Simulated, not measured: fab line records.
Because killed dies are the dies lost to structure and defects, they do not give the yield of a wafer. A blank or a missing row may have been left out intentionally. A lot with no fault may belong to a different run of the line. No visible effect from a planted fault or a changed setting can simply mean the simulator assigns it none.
Matching of chambers || flow n5-finfet || rie-diel-05 running N5_BEOL_M0_CUTY_ETCH_63: 4 sister chambers
The step etches SOC in N2/H2, target depth 82.7 nm, overetch 16.5 nm, time 124 s. 4 wafers are shown with their chamber, then 7 later ones without.

## WAFERS, EACH WITH ITS CHAMBER
{"wafer": "L088.4", "chamber": 2, "showerhead-plenum-p-Torr (Torr)": 2.41}
{"wafer": "L090.6", "chamber": 1, "showerhead-plenum-p-Torr (Torr)": 2.52}
{"wafer": "L091.1", "chamber": 0, "showerhead-plenum-p-Torr (Torr)": 2.41}
{"wafer": "L091.4", "chamber": 3, "showerhead-plenum-p-Torr (Torr)": 2.60}

## WAFERS WITHOUT THEIR CHAMBER
{"wafer": "L091.5", "showerhead-plenum-p-Torr (Torr)": 2.41}
{"wafer": "L096.1", "showerhead-plenum-p-Torr (Torr)": 2.59}
{"wafer": "L096.4", "showerhead-plenum-p-Torr (Torr)": 2.52}
{"wafer": "L096.6", "showerhead-plenum-p-Torr (Torr)": 2.72}
{"wafer": "L097.1", "showerhead-plenum-p-Torr (Torr)": 2.72}
{"wafer": "L097.2", "showerhead-plenum-p-Torr (Torr)": 2.52}
{"wafer": "L097.3", "showerhead-plenum-p-Torr (Torr)": 2.59}

## WHICH CHAMBER EACH WENT THROUGH
{"wafer": "L091.5", "from the rows above": "can't be placed: 0 or 2 or 1", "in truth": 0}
{"wafer": "L096.1", "from the rows above": "can't be placed: 3 or 1", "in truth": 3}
{"wafer": "L096.4", "from the rows above": "can't be placed: 1 or 3 or 0 or 2", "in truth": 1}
{"wafer": "L096.6", "from the rows above": "can't be placed: 3 or 1", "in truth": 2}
{"wafer": "L097.1", "from the rows above": "can't be placed: 3 or 1", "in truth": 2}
{"wafer": "L097.2", "from the rows above": "can't be placed: 1 or 3 or 0 or 2", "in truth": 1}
{"wafer": "L097.3", "from the rows above": "can't be placed: 3 or 1", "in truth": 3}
0 of 7 placed correctly. Not placeable from these rows: 7 (in 5, the candidates include the true chamber). 0 placed wrongly.
How it was worked out, from the rows above alone: a wafer's distance from a chamber is the root of the sum, over the readings, of the square of ((its reading less the chamber's mean) divided by the reading's scatter). If the next closest chamber is less than 2 further off than the closest, the wafer can't be placed; otherwise it belongs to the closest. For every chamber, the mean is computed from those of its wafers that are shown. The scatter: root of mean squared gap, hidden wafer to nearest shown wafer, with one shown wafer a chamber.
